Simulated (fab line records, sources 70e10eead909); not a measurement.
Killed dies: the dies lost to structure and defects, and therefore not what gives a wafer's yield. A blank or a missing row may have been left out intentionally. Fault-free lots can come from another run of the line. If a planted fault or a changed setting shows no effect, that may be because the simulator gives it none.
fab line records ; flow nandHarc
[record] lots = 12; wafers = 35; lastDay = 25
route steps=1159 shown A_CHANNEL_HOLE_D1@475 A_CHANNEL_FILL_D1@496 END@1159
lots that met no fault: from a run of the same line without faults
startH: the number of hours between the record's first day and the start of the first shown wafer of the lot ; waitH: how many hours have passed since the lot's step before this one ; " same as the row above ; L1.1+2: a single row standing in for several wafers ; - either no value or no given start ; * or withheld: withheld ; < > ~ a bound
route shown NAME@n: NAME is a module with steps in the file, n the number in the route of the first one ; usual: mean/standard deviation of fault-free wafers ; same: alike in all rows ; chamber/n: place in a boat ; sites: readings site by site ; _std_site: standard deviation across them ; _edge_site: outer sites' mean less inner sites' ; radiusMm: for every site, how far away it sits from the centre of the wafer ; mask NAME#n: copy n ; behind: the most recent tool/chamber to have shaped the wafer ; hold: cause of the lot's hold/its duration in hours/its outcome ; device: whichever transistor did not switch (one of n, p or np) ; end of line: tests run on the same wafers once the route is complete ; a step without rows: its recipe alone ; killed: dies that structure and defects cost at the first sort, which is not the same as the wafer's yield ; map: dies across one wafer; x = killed, . = not, _ = none there
set.NAME: the setting that was run; set.NAME@STEP: the one run at that earlier step ; model.NAME: the simulator's own value behind a step, which no gauge read
the route's steps for a sample of lots (tables are steps, rows are wafers)
services: when a tool's chamber went out of use (startH, in hours from the record's first day, below 0 if earlier), for how many hours, and the reason
[[steps]]
[step NHARC_A_CHANNEL_HOLE_D1_ETCH_23]
[recipe] biasV = 5000; sourceW = withheld; pressureMtorr = 20; timeS = 819; arFlowSccm = 375; c4f8FlowSccm = 89.3; o2FlowSccm = 35.7; tempC = -20; targetDepthA = 16000; chemistry = C4F8/O2/Ar
[usual] drypumpMotorCurrentA = 5.4/0.36; showerheadPlenumPTorr = 3.76/0.092; throttleValvePct = 32.155/0.0093
lot.wafer;tool;chamber;startH;waitH;drypumpMotorCurrentA;rfHoursCounterH;showerheadPlenumPTorr;throttleValvePct
L896.3;harEtch-01;1;198.38;0.5;5.7;-;3.82;32.167
L896.6;harEtch-01;0;198.38;0.5;5.9;-;3.75;32.153
L896.5;harEtch-01;1;198.38;0.5;5.7;-;3.82;32.144
L897.3;harEtch-02;1;199.07;0.5;4.9;-;3.87;32.148
L897.5;harEtch-02;1;199.07;0.5;4.9;-;3.87;32.146
L897.6;harEtch-02;0;199.07;0.5;5.4;-;3.63;32.149
L898.1;harEtch-01;1;205.98;0.5;5.7;206;3.82;32.166
L898.2;harEtch-01;0;205.98;0.5;5.9;206;3.74;32.152
L898.5;harEtch-01;0;205.98;0.5;5.9;-;3.74;32.145
L900.1;harEtch-01;1;223.30;0.5;5.7;214;3.81;32.150
L900.4;harEtch-01;0;223.30;0.5;5.9;-;3.74;32.155
L900.5;harEtch-01;0;223.30;0.5;5.9;-;3.74;32.148
L901.3;harEtch-02;0;224.87;0.5;5.4;-;3.63;32.152
L901.4;harEtch-02;1;224.87;0.5;4.9;-;3.87;32.161
L901.5;harEtch-02;1;224.87;0.5;4.9;-;3.87;32.150
L903.1;harEtch-02;0;237.11;0.5;5.4;123;3.63;32.149
L903.2;harEtch-02;1;237.11;0.5;4.9;123;3.86;32.139
L903.6;harEtch-02;1;237.11;0.5;4.9;-;3.86;32.165
L904.2;harEtch-01;1;238.23;0.5;5.7;222;3.81;32.159
L904.1;harEtch-01;0;238.23;0.5;5.9;222;3.74;32.147
L904.3;harEtch-01;1;238.23;0.5;5.7;-;3.81;32.157
L905.1;harEtch-02;0;252.09;0.5;5.4;130;3.63;32.164
L905.2;harEtch-02;1;252.09;0.5;4.9;130;3.86;32.159
L905.6;harEtch-02;0;252.09;0.5;5.4;-;3.62;32.163
L909.3;harEtch-01;1;261.07;0.5;5.7;-;3.80;32.170
L909.6;harEtch-01;0;261.07;0.5;5.9;-;3.73;32.151
L911.3;harEtch-02;0;282.34;0.5;5.4;-;3.62;32.148
L911.5;harEtch-02;0;282.34;0.5;5.4;-;3.62;32.168
L911.6;harEtch-02;1;282.34;0.5;4.9;-;3.85;32.157
L916.1;harEtch-02;1;308.99;0.5;4.9;154;3.85;32.154
L916.5;harEtch-02;1;308.99;0.5;4.9;-;3.85;32.152
L916.6;harEtch-02;0;308.99;0.5;5.4;-;3.61;32.171
L915.3;harEtch-02;0;317.70;0.5;5.4;-;3.61;32.157
L915.6;harEtch-02;1;317.70;0.5;4.9;-;3.84;32.149
L915.5;harEtch-02;0;317.70;0.5;5.4;-;3.61;32.166
[step NHARC_A_CHANNEL_HOLE_D1_XSEM_31]
[recipe] landingEnergyEv = 35000
[usual] botCdNm = 75.1/1.7; bowNm = 8.54/0.29; tiltDeg = 0.08/0.047
lot.wafer;tool;chamber;startH;waitH;botCdNm;bowNm;tiltDeg
L896.3;xsem-01;0;202.21;0.1;75.4;8.50;0.03
L896.5;xsem-01;0;202.21;0.1;75.3;8.48;0.04
L896.6;xsem-01;0;202.21;0.1;78.1;8.50;0.04
L897.3;xsem-02;0;203.00;0.1;74.5;8.27;0.06
L897.5;xsem-02;0;203.00;0.1;75.1;8.27;0.06
L897.6;xsem-02;0;203.00;0.1;76.6;8.30;0.06
L898.1;xsem-01;0;210.15;0.1;72.0;8.84;0.15
L898.2;xsem-01;0;210.15;0.1;74.8;8.80;0.15
L898.5;xsem-01;0;210.15;0.1;75.5;8.82;0.15
L900.1;xsem-01;0;227.36;0.1;75.8;7.91;0.07
L900.4;xsem-01;0;227.36;0.1;73.2;7.92;0.07
L900.5;xsem-01;0;227.36;0.1;75.8;7.99;0.07
L901.3;xsem-02;0;228.84;0.1;73.9;8.67;0.06
L901.4;xsem-02;0;228.84;0.1;74.2;8.58;0.06
L901.5;xsem-02;0;228.84;0.1;74.6;8.51;0.06
L903.1;xsem-02;0;241.29;0.1;78.5;8.31;0.18
L903.2;xsem-02;0;241.29;0.1;76.7;8.30;0.18
L903.6;xsem-02;0;241.29;0.1;77.0;8.26;0.18
L904.1;xsem-01;0;242.40;0.1;73.0;8.39;0.09
L904.2;xsem-01;0;242.40;0.1;74.0;8.37;0.09
L904.3;xsem-01;0;242.40;0.1;75.3;8.38;0.09
L905.1;xsem-02;0;256.29;0.1;73.0;8.84;0.10
L905.2;xsem-02;0;256.29;0.1;73.2;8.90;0.10
L905.6;xsem-02;0;256.29;0.1;71.1;8.85;0.10
L909.3;xsem-01;0;265.06;0.1;74.1;8.60;0.13
L909.6;xsem-01;0;265.06;0.1;75.8;8.60;0.13
L911.3;xsem-02;0;286.27;0.1;75.6;8.69;0.03
L911.5;xsem-02;0;286.27;0.1;74.8;8.58;0.03
L911.6;xsem-02;0;286.27;0.1;76.0;8.67;0.03
L916.1;xsem-01;0;313.18;0.1;75.0;8.07;0.09
L916.5;xsem-01;0;313.18;0.1;76.8;7.97;0.09
L916.6;xsem-01;0;313.18;0.1;77.1;8.08;0.09
L915.3;xsem-01;0;321.52;0.1;77.0;9.14;0.11
L915.5;xsem-01;0;321.52;0.1;76.9;9.12;0.11
L915.6;xsem-01;0;321.52;0.1;75.2;9.13;0.11
[step NHARC_A_CHANNEL_FILL_D1_ALD_16]
[recipe] targetThkA = 15; pulseTimeS = 10; aldCycles = 15; tempC = 300; material = SiO2
[usual] aldCycles = 15/0; heaterPowerW = 474/56; precursorPulseHeightRel = 1.001/0.018; susceptorTempC = 300.00/0.17
lot.wafer;tool;chamber;startH;waitH;aldCycles;heaterPowerW;precursorPulseHeightRel;susceptorTempC
L897.3;aldHk-04;2;214.72;0.1;15;405;0.984;300.26
L897.5;aldHk-04;1;214.72;0.1;15;513;1.014;300.20
L897.6;aldHk-04;2;214.72;0.1;15;409;0.988;300.24
L896.3;aldHk-02;1;214.74;0.1;15;473;0.993;299.89
L896.6;aldHk-02;3;214.74;0.1;15;502;0.988;299.80
L896.5;aldHk-02;0;214.74;0.1;15;498;0.993;300.08
L898.2;aldHk-02;0;222.69;0.1;15;489;0.994;300.17
L898.1;aldHk-02;1;222.69;0.1;15;471;0.997;300.20
L898.5;aldHk-02;2;222.69;0.1;15;632;0.971;299.96
L901.4;aldHk-01;3;239.21;0.0;15;419;0.997;299.69
L901.3;aldHk-01;1;239.21;0.0;15;406;1.030;300.08
L901.5;aldHk-01;0;239.21;0.0;15;453;1.020;299.94
L900.4;aldHk-01;0;239.54;0.4;15;449;0.980;300.04
L900.1;aldHk-01;2;239.54;0.4;15;444;1.010;299.98
L900.5;aldHk-01;1;239.54;0.4;15;404;0.973;300.04
L904.3;aldHk-02;3;254.38;0.0;15;510;0.993;300.10
L904.2;aldHk-02;1;254.38;0.0;15;477;0.995;300.04
L904.1;aldHk-02;2;254.38;0.0;15;641;0.984;299.72
L903.1;aldHk-04;0;254.41;0.1;15;429;1.005;300.32
L903.2;aldHk-04;2;254.41;0.1;15;425;0.999;300.06
L903.6;aldHk-04;0;254.41;0.1;15;439;1.039;300.16
L905.1;aldHk-02;1;272.25;0.2;15;487;0.989;299.87
L905.2;aldHk-02;3;272.25;0.2;15;506;1.024;300.10
L905.6;aldHk-02;0;272.25;0.2;15;490;1.009;300.40
L909.3;aldHk-02;1;279.95;0.6;15;497;1.016;299.99
L909.6;aldHk-02;1;279.95;0.6;13;481;1.004;300.12
L911.3;aldHk-02;1;299.53;0.3;15;473;1.024;299.96
L911.6;aldHk-02;1;299.53;0.3;13;483;0.988;300.07
L911.5;aldHk-02;2;299.53;0.3;15;611;1.000;299.98
L916.1;aldHk-04;1;328.74;3.1;15;492;0.980;300.08
L916.5;aldHk-04;3;328.74;3.1;15;448;1.013;299.96
L916.6;aldHk-04;0;328.74;3.1;15;436;0.986;300.04
L915.3;aldHk-04;0;335.63;0.1;15;438;1.010;299.88
L915.6;aldHk-04;2;335.63;0.1;15;423;0.999;300.04
L915.5;aldHk-04;3;335.63;0.1;15;462;1.006;299.97
[step NHARC_A_CHANNEL_FILL_D1_STRIP_28]
[recipe] timeS = 20; o2FlowSccm = 500; arFlowSccm = 0; biasW = 0; chemistry = O2
[usual] drypumpMotorCurrentA = 5.5/0.54; oesProductAu = 0.994/0.011; rfVppV = 57.8/0.82; showerheadPlenumPTorr = 3.56/0.16; throttleValvePct = 17.037/0.0088
[same] biasW = 0
lot.wafer;tool;chamber;startH;waitH;drypumpMotorCurrentA;oesProductAu;rfHoursCounterH;rfVppV;showerheadPlenumPTorr;throttleValvePct
L896.3;rieDiel-02;0;226.56;0.1;5.5;0.979;2.6;57.7;3.77;17.023
L896.6;rieDiel-02;0;226.56;0.1;5.5;0.983;-;57.7;3.77;17.038
L896.5;rieDiel-02;1;226.56;0.1;5.2;0.995;-;58.5;3.39;17.045
L897.3;rieDiel-10;2;226.61;0.1;5.0;1.011;0.9;57.4;3.41;17.040
L897.6;rieDiel-10;0;226.61;0.1;5.1;0.980;-;56.2;3.36;17.039
L897.5;rieDiel-10;1;226.61;0.1;5.8;0.993;-;58.6;3.61;17.027
L898.1;rieDiel-10;3;234.66;0.1;5.4;0.990;1.1;60.5;3.79;17.028
L898.2;rieDiel-10;1;234.66;0.1;5.8;0.989;0.9;57.3;3.61;17.039
L898.5;rieDiel-10;3;234.66;0.1;5.4;0.998;-;58.8;3.79;17.036
L901.3;rieDiel-10;1;251.46;0.1;5.8;0.983;1.4;58.5;3.61;17.036
L901.4;rieDiel-10;2;251.46;0.1;5.0;1.004;1.5;58.9;3.41;17.040
L901.5;rieDiel-10;0;251.46;0.1;5.1;0.984;-;57.8;3.36;17.035
L900.1;rieDiel-03;0;251.59;0.2;5.8;1.000;5.5;57.7;3.45;17.044
L900.5;rieDiel-03;0;251.59;0.2;5.8;0.997;-;57.7;3.45;17.022
L900.4;rieDiel-03;3;251.59;0.2;6.5;1.015;-;56.4;3.38;17.025
L903.1;rieDiel-10;1;266.33;0.1;5.8;0.987;1.6;58.0;3.61;17.046
L903.2;rieDiel-10;0;266.33;0.1;5.1;0.996;1.6;58.0;3.36;17.040
L903.6;rieDiel-10;2;266.33;0.1;5.0;1.005;-;58.0;3.41;17.031
L904.2;rieDiel-02;3;266.33;0.1;6.7;0.999;4.1;58.8;3.67;17.025
L904.1;rieDiel-02;1;266.33;0.1;5.2;1.000;4.3;57.1;3.38;17.025
L904.3;rieDiel-02;2;266.33;0.1;5.3;1.000;4.2;57.3;3.47;17.044
L905.1;rieDiel-02;3;284.52;0.1;6.7;0.990;4.7;57.3;3.67;17.022
L905.2;rieDiel-02;0;284.52;0.1;5.5;0.989;4.9;58.4;3.77;17.039
L905.6;rieDiel-02;3;284.52;0.1;6.8;0.983;-;58.5;3.67;17.047
L909.3;rieDiel-02;0;291.61;0.1;5.5;0.985;5.1;58.0;3.77;17.043
L909.6;rieDiel-02;2;291.61;0.1;5.3;0.992;-;57.7;3.47;17.046
L911.3;rieDiel-02;0;313.31;0.1;5.5;0.976;5.7;57.2;3.77;17.028
L911.5;rieDiel-02;3;313.31;0.1;6.8;0.995;-;58.2;3.67;17.040
L911.6;rieDiel-02;0;313.31;0.1;5.5;0.983;-;58.6;3.77;17.031
L916.1;rieDiel-10;3;340.54;0.1;5.4;1.003;3.5;57.3;3.79;17.037
L916.6;rieDiel-10;2;340.54;0.1;5.0;1.012;-;58.6;3.41;17.043
L916.5;rieDiel-10;3;340.54;0.1;5.4;0.984;-;58.1;3.79;17.033
L915.3;rieDiel-02;1;347.90;0.1;5.1;1.004;0.4;57.1;3.38;17.041
L915.6;rieDiel-02;3;347.90;0.1;6.7;0.985;-;57.9;3.67;17.035
L915.5;rieDiel-02;0;347.90;0.1;5.5;0.968;-;58.3;3.77;17.037
[step NHARC_END_SORT_01]
[recipe] tempC = 25
[usual] killedAtArray = 27/11; killedAtOther = 0.7/1.1; killedAtPeriphery = 3.6/2.4; killedDies = 32/11; killedOpen = 3.3/1.8; killedShort = 2.1/1.5
[same] grossDies = 677
lot.wafer;tool;chamber;startH;waitH;killedAtArray;killedAtOther;killedAtPeriphery;killedDies;killedOpen;killedShort
L896.3;prober-02;0;470.00;3.1;32;0;4;36;3;3
L896.5;prober-02;0;471.57;3.6;18;0;1;19;1;0
L896.6;prober-02;0;472.36;3.9;32;0;3;35;4;2
L901.3;prober-01;0;496.04;3.1;20;1;5;26;2;2
L901.4;prober-01;0;496.82;3.4;23;1;5;29;5;2
L901.5;prober-01;0;497.61;3.7;29;0;4;33;3;4
// killed by level:class
L896.3 A_CHANNEL_HOLE_D1:chamberFilmFlake=13 A_SLIT:chamberFilmFlake=7 A_WL_FILL:geometricParticle:short=3 A_STAIRCASE:chamberFilmFlake=3 A_CONTACT:chamberFilmFlake=3 P_STI:geometricParticle:open=1 P_CONTACT:geometricParticle:open=1 P_M0:geometricParticle:open=1
L896.5 A_CHANNEL_HOLE_D1:chamberFilmFlake=7 A_STAIRCASE:chamberFilmFlake=5 A_SLIT:chamberFilmFlake=4 P_GATE:geometricParticle:open=1 A_ZERO_WELL:chamberFilmFlake=1 A_CONTACT:chamberFilmFlake=1
L896.6 A_CHANNEL_HOLE_D1:chamberFilmFlake=11 A_SLIT:chamberFilmFlake=8 A_STAIRCASE:chamberFilmFlake=3 A_CONTACT:chamberFilmFlake=3 A_CONTACT:geometricParticle:open=2 A_ZERO_WELL:chamberFilmFlake=2 P_CONTACT:geometricParticle:open=1 P_M0:geometricParticle:open=1
L901.3 A_SLIT:chamberFilmFlake=8 A_STAIRCASE:chamberFilmFlake=3 A_CONTACT:chamberFilmFlake=3 P_STI:chamberFilmFlake=2 A_CHANNEL_HOLE_D1:chamberFilmFlake=2 A_CHANNEL_FILL_D1:geometricParticle:short=1 A_CONTACT:geometricParticle:open=1 A_M0:geometricParticle:open=1
L901.4 A_SLIT:chamberFilmFlake=6 A_CONTACT:chamberFilmFlake=5 A_STAIRCASE:chamberFilmFlake=4 P_ZERO_WELL:chamberFilmFlake=3 A_M0:geometricParticle:open=2 A_ONON_D1:geometricParticle:open=1 A_WL_FILL:geometricParticle:open=1 A_CONTACT:geometricParticle:open=1
L901.5 A_SLIT:chamberFilmFlake=9 A_CONTACT:chamberFilmFlake=7 A_ONON_D1:geometricParticle:short=3 A_CHANNEL_HOLE_D1:chamberFilmFlake=2 A_CHANNEL_FILL_D1:chamberFilmFlake=2 A_STAIRCASE:chamberFilmFlake=2 P_M0:geometricParticle:open=1 A_SOURCE_PLATE:geometricParticle:open=1
[[services]]
tool;chamber;startH;hours;kind
rieDiel-10;-;176.50;9.0;pm
rieDiel-02;0;184.20;-;clean
rieDiel-02;1;184.20;-;clean
rieDiel-02;2;184.20;-;clean
rieDiel-02;3;184.20;-;clean
aldHk-04;-;187.27;10.0;pm
aldHk-01;-;206.34;0.9;repair
rieDiel-02;0;208.70;-;clean
rieDiel-02;1;208.70;-;clean
rieDiel-02;2;208.70;-;clean
rieDiel-02;3;208.70;-;clean
rieDiel-03;-;215.31;9.0;pm
aldHk-01;-;216.59;1.0;repair
aldHk-01;-;228.79;10.0;pm
rieDiel-03;1;250.35;7.0;repair
rieDiel-02;-;254.53;0.7;repair
aldHk-02;-;285.12;10.0;pm
rieDiel-03;-;298.17;0.8;repair
rieDiel-02;2;299.50;8.6;repair
xsem-02;-;302.00;14.0;pm
harEtch-01;-;305.00;17.0;pm
aldHk-01;-;315.47;0.6;repair
rieDiel-10;0;324.42;15.6;repair
rieDiel-02;-;327.70;9.0;pm
[[key]]
[firstSign] step = NHARC_A_CHANNEL_FILL_D1_ALD_16; reading = aldCycles; direction = down; sigmas = 99+; usual = 15; struck = 13
effect none on later readings
metAt NHARC_A_CHANNEL_FILL_D1_ALD_16
struckLots L909,L911
struckWafers L909.6,L911.6
testerLeftOut L909,L911
notActingAt NHARC_A_CHANNEL_HOLE_D1_ETCH_23,NHARC_A_CHANNEL_HOLE_D1_XSEM_31,NHARC_A_CHANNEL_FILL_D1_STRIP_28
onsetBetween 272.25 279.95
[fault] kind = processParameterDrift; tool = aldHk-02; chamber = -; onsetH = 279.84; steps = NHARC_A_CHANNEL_FILL_D1_ALD_16; channel = aldCycles; offset = -2; shape = step; endH = 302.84; scope = struckWafersOnly; actsIn = theseRecipesOnly; stated = 15
// testerLeftOut: of these lots the tester's yield and bins aren't shown, on N5 and GAA mostly nor the transistor test; their killed dies are dies lost to structure and defects alone, not to doping, threshold or leakage, so they don't give the yield
